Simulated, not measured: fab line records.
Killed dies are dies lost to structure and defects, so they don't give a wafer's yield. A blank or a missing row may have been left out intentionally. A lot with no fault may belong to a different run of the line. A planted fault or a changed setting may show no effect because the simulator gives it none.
Which tool did it? | flow nandHarc | 18 wafers from 6 lots sampled at 5 of the route's 1302 steps

## WHAT THE GAUGES SHOWED, per wafer
NHARC_END_SORT_01.
lot  | measured     | on        | defectLimitedYield (%)
L464 | day 28 20:47 | prober-01 | 90.8 92.3 91.9
L467 | day 30 10:06 | prober-01 | 89.5 87.3 88.9

## TOOL THAT RAN EACH LOT (tool first, then ch and the chambers of the sampled wafers, then the start)
lot  | NHARC_P_M1_PVD_20                      | NHARC_P_M1_CMP_23             | NHARC_P_M2_SOFTBAKE_04           | NHARC_P_M2_DESCUM_14
L454 | pvdSputter-02, day 7 03:27 or earlier  | cmp-01 ch 1,2,3, day 7 03:27  | lithoTrack-04 ch 0, day 7 04:00  | rieDiel-05 ch 0,3, day 7 05:27
L458 | pvdSputter-01, day 8 15:09 or earlier  | cmp-04 ch 1,2,3, day 8 15:09  | lithoTrack-01 ch 0, day 8 16:00  | rieDiel-03 ch 0,1,2, day 8 17:05
L464 | pvdSputter-02, day 11 04:19 or earlier | cmp-01 ch 0,2,3, day 11 04:19 | lithoTrack-06 ch 0, day 11 05:00 | rieDiel-05 ch 0,1,3, day 11 06:22
L467 | pvdSputter-03, day 12 11:25 or earlier | cmp-01 ch 0,2,3, day 12 11:25 | lithoTrack-06 ch 0, day 12 12:00 | rieDiel-03 ch 0,2,3, day 12 13:28
L473 | pvdSputter-03, day 14 22:35 or earlier | cmp-03 ch 0,1,2, day 14 22:35 | lithoTrack-06 ch 0, day 15 00:00 | rieDiel-03 ch 1,2, day 15 00:46
L475 | pvdSputter-01, day 16 03:53 or earlier | cmp-04 ch 1,2,3, day 16 03:53 | lithoTrack-01 ch 0, day 16 05:00 | rieDiel-05 ch 0,1,3, day 16 05:43
- NHARC_P_M1_PVD_20: deposits TaN, target thk 5 nm, time 8.06 s.
- NHARC_P_M1_CMP_23: polishes, t overpolish 20 s, target thk 157.82 nm.
- NHARC_P_M2_SOFTBAKE_04: time 55 s.
- NHARC_P_M2_DESCUM_14: chemistry O2, time 3 s.

## THE ANSWER, worked out from the rows above alone
Rule: usual is defined by the lots themselves. Put in order of their means at a reading, lots are off if they are a third of the lots or fewer, leave a main group of 4 or more, and stand apart from it by a gap of 3 or more times the standard deviation of the main group's means; of several such gaps the widest counts. A main group whose means are all the same, to the digits that the tables above print for the reading, isn't used. A lot without any number at a reading at which 4 lots or more have one is off too. Where the step has rows for the other lots, those lots are counted as sound.
Nothing can be told from this: no lot is off at any reading shown.

## WHAT WAS PUT IN BY THE SIMULATOR
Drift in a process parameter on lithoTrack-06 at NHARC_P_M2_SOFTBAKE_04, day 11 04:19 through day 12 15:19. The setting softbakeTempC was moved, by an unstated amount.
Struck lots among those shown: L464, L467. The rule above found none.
